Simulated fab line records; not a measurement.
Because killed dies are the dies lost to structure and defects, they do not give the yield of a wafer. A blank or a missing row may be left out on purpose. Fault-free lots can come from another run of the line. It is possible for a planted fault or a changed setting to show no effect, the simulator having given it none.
8D (eight disciplines) problem report, filled in by code | flow n5 finfet | the parts of the form that need people (team, actions taken, sign-off) are left out

== 1. WHAT WENT WRONG ==
cd nm at N5_WELL_APT_CD_MEAS_25 reads a mean of 180.2 nm on 1 wafer of 1 lot; wafers without a fault read 201.1 nm with a standard deviation of 1.7. Measured from the usual mean, that is -12 standard deviations.
The step: target cd 200 nm.
First seen on wafer L714.6, day 4 08:58, on cd sem-03. The record has a number at this step for 26 wafers belonging to 9 lots. The rule behind "out" and "out of limits": a value lying over 4 standard deviations away from the usual mean. The other wafers with a number count as sound.

== 2. WHAT IT IS AND WHAT IT IS NOT ==
question                    | is               | is not
which readings at this step | cd nm            | -
which lots                  | L714             | L703, L705, L706, L717, L721, L724, L725, L726
which wafers of those lots  | L714.6           | L714.3, L714.4
read on which gauges        | cd sem-03        | cd sem-01, cd sem-02
when                        | from day 4 08:58 | up to then (11 sound wafers); but 14 sound wafers of L717, L721, L724, L725, L726 came after

== 3. THE SUSPECTS, EACH WITH WHAT RULES IT OUT ==
Counting: a tool at a process step up to the reading stays a suspect if it ran every lot that is out. Sound lots after the first of them don't rule it out here, since some wafers of a struck lot are sound.
- the gauge at N5_WELL_APT_CD_MEAS_25: kept. All the wafers that are out were read on cd sem-03, and no step on other tools shows them out.
- rie si-03 at N5_ZERO_LAYER_ETCH_18 (etches Si in HBr/Cl2, target depth 120 nm, time 40 s): kept. It ran the lot that is out, L714 (day 4 06:49).
- krf scanner-02 at N5_WELL_APT_EXPOSE_22 (exposes mask PWELL, defocus 0 nm, target cd 200 nm): kept. It ran the lot that is out, L714 (day 4 08:49); its last sound lot up to then is L706 (day 2 08:45).
- rie si-03, N5_ZERO_LAYER_ETCH_18: wafers that are out in chamber 0, sound lot-mates in chambers 2, 3.
rie si-03 at N5_ZERO_LAYER_ETCH_18, krf scanner-02 at N5_WELL_APT_EXPOSE_22 and cd sem-03 at N5_WELL_APT_CD_MEAS_25 are what is left after counting.

== 4. THE CAUSE (what the simulator had put in) ==
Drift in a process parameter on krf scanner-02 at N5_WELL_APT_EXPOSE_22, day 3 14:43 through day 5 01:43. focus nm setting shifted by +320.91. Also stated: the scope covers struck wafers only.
3 suspects survive the count, and this tool is in that group.

== 5. THE EFFECT CHAIN, in route order ==
One row per reading whose mean, taken over the struck wafers that have a number, lies over 3 standard deviations from the usual. Only readings whose record carries a usual standard deviation are examined. hours: median over the lots of the time between each lot's start at the first step of this table that gives one and its start at this step. sigmas: the change, counted in usual standard deviations.
hours | step                   | reading | usual    | on struck wafers | change | sigmas
0     | N5_WELL_APT_CD_MEAS_25 | cd nm   | 201.1 nm | 180.2            | -20.9  | -12
Later steps that measure or inspect, where all struck wafers having a row at the step show a number for every such reading and not one has moved that far: N5_BEOL_M4_RC_MEAS_101.

== 6. HOW IT WOULD HAVE BEEN CAUGHT EARLIER ==
The first out-of-limits reading at a measuring or inspecting step in this record came at day 4 08:58, 18 hours after the fault's start at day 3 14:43.
All the lots that are out (1) had begun N5_WELL_APT_EXPOSE_22 on krf scanner-02 by day 4 08:58. Holding the tool at that point would not have protected any of them.
